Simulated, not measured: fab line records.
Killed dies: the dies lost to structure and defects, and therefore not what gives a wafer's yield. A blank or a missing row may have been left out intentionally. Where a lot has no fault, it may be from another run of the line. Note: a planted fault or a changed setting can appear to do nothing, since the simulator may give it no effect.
Comparing a struck lot with a sound one || flow n5 finfet || 15 out of 1938 route steps
Sound: the wafers L505.1, L505.3, L505.5. Wafers struck: L515.2, L515.6. At the end, the cause is stated.
Each step with rows lists, per side, the tool, then ch with its chambers, then its first start. Under that, the readings that differ: sound wafers || struck wafers || difference of the means || sigmas: that difference in standard deviations of wafers without a fault.
alike: same words and numbers on both sides, and readings whose means sit less than 2 such deviations apart. not compared: any withheld reading, any reading some wafer has no value for, any bound like >300 that may hide the same value, and any number with overlapping values for which the record gives no deviation.
Wherever a step has rows on one side only, a row that says differs or no value, or a row with sigmas, the two part there. When numbers do not overlap yet have no deviation, they are printed without sigmas and do not part them. A reading missing from all wafers of one side parts the sides only when that side holds two or more wafers.

first, 1 step without rows for these wafers: N5_BEOL_M3_DEVELOP_27 (develop time 30 s).
N5_BEOL_M3_CD_MEAS_28: target cd 25.7 nm, target cd y 23.3 nm.
  sound on cd sem-01 ch 0, day 7 05:29; struck on cd sem-01 ch 0, day 9 23:34
  alike: cd nm
N5_BEOL_M3_OVL_MEAS_29:
  sound on overlay-02 ch 0, day 7 05:31; struck on overlay-02 ch 0, day 9 23:36
  alike: V2_OVL
N5_BEOL_M3_INSPECT_30: inspects for defects (brightfield).
  sound on defect inspect-01 at day 7 05:34; struck on defect inspect-02 at day 9 23:39
  alike: raw defect count
N5_BEOL_M3_DESCUM_33: chemistry O2, time 7 s.
  sound on rie diel-03 ch 0,1, day 7 05:36; struck on rie diel-04 ch 2,3, day 9 23:41
  alike: drypump motor current A, oes product au, rf vpp V, showerhead plenum p Torr, throttle valve pct
  not compared: rf hours counter h
N5_BEOL_M3_ETCH_77: etches underlayer in N2/H2, target depth 6.5 nm, time 5.2 s.
  sound on rie diel-03 ch 0,1, day 7 05:38; struck on rie diel-04 ch 2,3, day 9 23:43
  alike: drypump motor current A, etch rf on time s, n2 flow sccm, oes product au, rf vpp V, showerhead plenum p Torr, throttle valve pct
  not compared: rf hours counter h
N5_BEOL_M3_ETCH_69: etches SiARC in CF4, target depth 15.6 nm, time 26 s.
  sound on rie diel-03 ch 0,1, day 7 05:39; struck on rie diel-04 ch 2,3, day 9 23:44
  alike: drypump motor current A, etch rf on time s, oes product au, rf vpp V, showerhead plenum p Torr, throttle valve pct
  not compared: rf hours counter h
then, 1 step without rows for these wafers: N5_BEOL_M3_ALD_98 (deposits SiO2, target thk 2.5 nm, pulse time 1 s, co reactant pulse time 1 s).
N5_BEOL_M3_ETCHBACK_99: etches SiO2 in CHF3, target depth 5 nm, time 10.4 s.
  sound on rie diel-04 ch 0,1,2, day 7 06:29; struck on rie diel-04 ch 0,3, day 10 00:12
  alike: drypump motor current A, oes product au, rf vpp V, showerhead plenum p Torr, throttle valve pct
  not compared: rf hours counter h
N5_BEOL_M3_ETCH_70: etches SOC in N2/H2, target depth 80 nm, overetch 16 nm, time 120 s.
  sound on rie diel-04 ch 0,1,2, day 7 06:31; struck on rie diel-04 ch 0,3, day 10 00:14
  alike: drypump motor current A, n2 flow sccm, oes product au, rf vpp V, showerhead plenum p Torr, throttle valve pct
  not compared: rf hours counter h
then, 2 steps without rows for these wafers: N5_BEOL_M3_STRIP_71 (strips in N2/H2); N5_BEOL_M3_STRIP_78 (strips in N2/H2).
N5_BEOL_M3_VIA_ETCH_34: etches the open film in C4F6/O2, target depth 69.4 nm, time 65.9 s.
  sound on rie diel-04 ch 0,1,2, day 7 06:37; struck on rie diel-04 ch 0,3, day 10 00:20
{"reading": "model.etch.depth nm (nm)", "sound": "67.15 68.44 68.94", "struck": "91.46 91.15", "difference": "+23.13", "sigmas": ""}
{"reading": "model.SOC_of_BEOL_M3_COAT_67.thk nm (nm)", "sound": "52.2 52.2 52.2", "struck": "49.8 49.6", "difference": -2.5, "sigmas": ""}
  alike: drypump motor current A, oes product au, rf vpp V, showerhead plenum p Torr, throttle valve pct
  not compared: rf hours counter h
then, 1 step without rows for these wafers: N5_BEOL_M3_STRIP_83 (strips in C4F6/O2).
N5_BEOL_M4_RC_MEAS_101:
  sound on prober-01 ch 0, day 7 23:49; struck on prober-02 ch 0, day 10 21:05
{"reading": "IOFF_N (nA/um)", "sound": "0.147 0.148 0.136", "struck": "0.190 0.214", "difference": "+0.058", "sigmas": "+2"}
{"reading": "VT_N (mV)", "sound": "252 250 253", "struck": "244 244", "difference": -8, "sigmas": -2}
  alike: DIBL_N, DIBL_P, IOFF_P, ION_N, ION_P, SS_N, SS_P, VT_P

== WHERE THEY PART ==
N5_BEOL_M4_RC_MEAS_101 only, going by this record.

WHY: whatever the simulator had introduced
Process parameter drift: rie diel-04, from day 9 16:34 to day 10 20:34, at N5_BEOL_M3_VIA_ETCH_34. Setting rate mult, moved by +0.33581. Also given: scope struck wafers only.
